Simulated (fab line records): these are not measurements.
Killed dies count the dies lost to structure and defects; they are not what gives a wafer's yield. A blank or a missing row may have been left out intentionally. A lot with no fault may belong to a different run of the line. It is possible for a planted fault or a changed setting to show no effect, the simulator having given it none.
Split-lot study | flow n5 finfet | 21 wafers read from 7 lots, route of 1938 steps

SPLIT DETAILS
At N5_DUMMY_GATE_ETCH_37 (etches SOC in N2/H2, target depth 60 nm, overetch 30 nm), the setting source w was moved away from the recipe's 840 W on 6 of the 21 wafers read, by -15.5% to +7.7%. For the rest of the wafers, this setting stayed at what the recipe calls for.

The reading comes from the split's own step.

THE READING
rf vpp V, in V, at N5_DUMMY_GATE_ETCH_37 (etches SOC in N2/H2, target depth 60 nm, overetch 30 nm). A value of 523.5 V with a standard deviation of 2.4 V is what fault-free wafers of this fab line usually give.

wafer  | tool, chamber at the split | source w as run, W | against the recipe | rf vpp V, V | against lot-mates on the recipe
L078.1 | rie diel-04, 3             | 840                | recipe             | 521.5       | -
L078.4 | rie diel-04, 0             | 840                | recipe             | 523.3       | -
L078.5 | rie diel-04, 0             | 840                | recipe             | 524.4       | -
L085.2 | rie diel-01, 0             | 840                | recipe             | 522.8       | -
L085.4 | rie diel-01, 1             | 840                | recipe             | 521.0       | -
L085.6 | rie diel-01, 3             | 840                | recipe             | 527.6       | -
L086.1 | rie diel-03, 3             | 709.4              | -15.5%             | 552.8       | +28.7
L086.3 | rie diel-03, 0             | 840                | recipe             | 524.1       | -
L086.6 | rie diel-03, 0             | 709.4              | -15.5%             | 553.3       | +29.2
L087.2 | rie diel-03, 1             | 840                | recipe             | 524.0       | -
L087.3 | rie diel-03, 2             | 840                | recipe             | 524.9       | -
L087.6 | rie diel-03, 1             | 840                | recipe             | 525.2       | -
L091.2 | rie diel-04, 2             | 904.5              | +7.7%              | 512.0       | -10.2
L091.3 | rie diel-04, 0             | 840                | recipe             | 523.0       | -
L091.4 | rie diel-04, 3             | 840                | recipe             | 521.5       | -
L095.1 | rie diel-03, 2             | 904.9              | +7.7%              | 512.1       | -11.6
L095.2 | rie diel-03, 1             | 904.9              | +7.7%              | 512.3       | -11.4
L095.3 | rie diel-03, 3             | 840                | recipe             | 523.7       | -
L097.1 | rie diel-01, 0             | 840                | recipe             | 522.2       | -
L097.2 | rie diel-01, 3             | 840                | recipe             | 527.1       | -
L097.4 | rie diel-01, 0             | 773.8              | -7.9%              | 536.9       | +12.2

THE FIT
A straight line over all 21 wafers: rf vpp V changes by -1.76 V for each +1% of source w; r = -0.99; the points scatter about the line by 1.9 V.
The same after taking each lot's own level away (the mean of its wafers on the recipe; 21 wafers): -1.72 V for each +1%; r = -0.99; scatter 1.8 V.
Per that fit: largest source w move, reading shift of 27 V.
Across the lots, their own levels run from 522.25 to 524.70 V, a range of 1.0 times the standard deviation given above.
Consequently the slope shifts little with the lot-to-lot level, the two slopes agreeing.
Check: for one of the wafers moved furthest among these (-15.5%), held out of the fit, the line's prediction against its lot-mates is +26.4 V. It came out at +28.7 V against them.
Tool readings at the split's step, against how far the setting was moved: rf vpp V r = -0.99.

THE OTHER SPLITS THESE WAFERS WENT THROUGH
Note: prior to the reading, these wafers also went through further splits. Each is held against what the fit with the lots' levels taken away leaves over:
other split on the same wafers    | wafers away from the commonest value | r with rf vpp V (lot level and that fit taken away)
N5_FIN_SAQP_ALD_61 temp c         | 7                                    | -0.01
N5_FIN_SAQP_HM_DEP_03 time s      | 6                                    | +0.10
N5_FIN_SAQP_ETCH_51 cf4 flow sccm | 9                                    | +0.19
N5_DUMMY_GATE_EXPOSE_12 dose mj   | 5                                    | -0.09

THE WHOLE CHAIN: every reading that the file lists as answering this split, in the file's order
step                  | what it does                                            | reading                                                                             | change (the file's fit)                | r (the file's)
N5_DUMMY_GATE_ETCH_37 | etches SOC in N2/H2, target depth 60 nm, overetch 30 nm | rf vpp V                                                                            | -1.69 V for each +1% of the setting    | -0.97
N5_DUMMY_GATE_ETCH_37 | etches SOC in N2/H2, target depth 60 nm, overetch 30 nm | SiARC_of_DUMMY_GATE_COAT_35.thk nm (the simulator's own value, which no gauge read) | -0.0405 nm for each +1% of the setting | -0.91

THE FILE'S OWN FIT
rf vpp V changes by -1.69 V for each +1% of source w, r = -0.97.
